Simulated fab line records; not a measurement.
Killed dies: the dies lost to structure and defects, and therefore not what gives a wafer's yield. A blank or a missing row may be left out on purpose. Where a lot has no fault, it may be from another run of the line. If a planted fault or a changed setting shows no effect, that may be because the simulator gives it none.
Split-lot trial	flow n5-finfet	route with 1938 steps; 7 lots, 21 wafers read

THE SPLIT ITSELF
At N5_BEOL_M8_ETCH_65 (etches SiARC in CF4, target depth 15.6 nm, time 26 s), the setting source-w was moved away from the recipe's 545 W on 8 of the 21 wafers read, by -17.6% to +16.9%. This setting was run at the recipe's value on the other wafers.

Reading taken at the split's own step.

THE READING
rf-vpp-V, in V, at N5_BEOL_M8_ETCH_65 (etches SiARC in CF4, target depth 15.6 nm, time 26 s). Fault-free wafers of this fab line usually give 184.3 V, standard deviation 1.1 V.

wafer	tool, chamber at the split	source-w as run, W	against the recipe	rf-vpp-V, V	against lot-mates on the recipe
L074.1	rie-diel-06, 0	479.8	-12.0%	191.8	+7.4
L074.4	rie-diel-06, 2	479.8	-12.0%	193.3	+8.9
L074.6	rie-diel-06, 3	545	recipe	184.4	-
L078.1	rie-diel-06, 2	545	recipe	184.2	-
L078.2	rie-diel-06, 3	545	recipe	184.8	-
L078.6	rie-diel-06, 2	545	recipe	184.6	-
L079.1	rie-diel-01, 1	545	recipe	184.5	-
L079.2	rie-diel-01, 2	578	+6.1%	181.2	-3.6
L079.6	rie-diel-01, 0	545	recipe	185.0	-
L085.1	rie-diel-06, 3	545	recipe	183.9	-
L085.3	rie-diel-06, 2	545	recipe	184.7	-
L085.5	rie-diel-06, 1	458.7	-15.8%	194.4	+10.1
L094.4	rie-diel-06, 0	636.9	+16.9%	173.5	-10.8
L094.5	rie-diel-06, 3	545	recipe	183.7	-
L094.6	rie-diel-06, 0	545	recipe	184.8	-
L093.1	rie-diel-05, 2	545	recipe	184.3	-
L093.4	rie-diel-05, 1	449.1	-17.6%	197.0	+12.4
L093.6	rie-diel-05, 1	545	recipe	184.9	-
L095.1	rie-diel-05, 3	545	recipe	184.9	-
L095.2	rie-diel-05, 0	503.5	-7.6%	188.5	+3.6
L095.6	rie-diel-05, 0	503.5	-7.6%	188.3	+3.4

THE FIT
A straight line over all 21 wafers: rf-vpp-V changes by -0.65 V for each +1% of source-w; r = -0.99; the points scatter about the line by 0.61 V.
The same after taking each lot's own level away (the mean of its wafers on the recipe; 21 wafers): -0.647 V for each +1%; r = -0.99; scatter 0.66 V.
That fit puts the effect of the largest move of source-w on the reading at 11 V.
Across the lots, their own levels run from 184.25 to 184.90 V, a range of 0.6 times the standard deviation given above.
So the lot-to-lot level changes the slope little: the two slopes agree.
Check: for one of the wafers moved furthest among these (-17.6%), held out of the fit, the line's prediction against its lot-mates is +11 V. It came out at +12.4 V against them.
Tool readings at the split's step, against how far the setting was moved: etch-rf-on-time-s r = -0.96; rf-vpp-V r = -0.99.

OTHER SPLITS APPLIED TO THESE WAFERS
These wafers also went through other splits before the reading. Each is held against what the fit with the lots' levels taken away leaves over:
other split on the same wafers	wafers away from the commonest value	r with rf-vpp-V (lot level and that fit taken away)
N5_BEOL_M8_EXPOSE_25 dose-mj	3	-0.04

THE WHOLE CHAIN: every reading that the file lists as answering this split, in the file's order
step	what it does	reading	change (the file's fit)	r (the file's)
N5_BEOL_M8_ETCH_65	etches SiARC in CF4, target depth 15.6 nm, time 26 s	etch-rf-on-time-s	withheld for each +1% of the setting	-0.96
N5_BEOL_M8_ETCH_65	etches SiARC in CF4, target depth 15.6 nm, time 26 s	rf-vpp-V	-0.652 V for each +1% of the setting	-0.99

FILE'S OWN FIT
rf-vpp-V changes by -0.652 V for each +1% of source-w, r = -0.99.
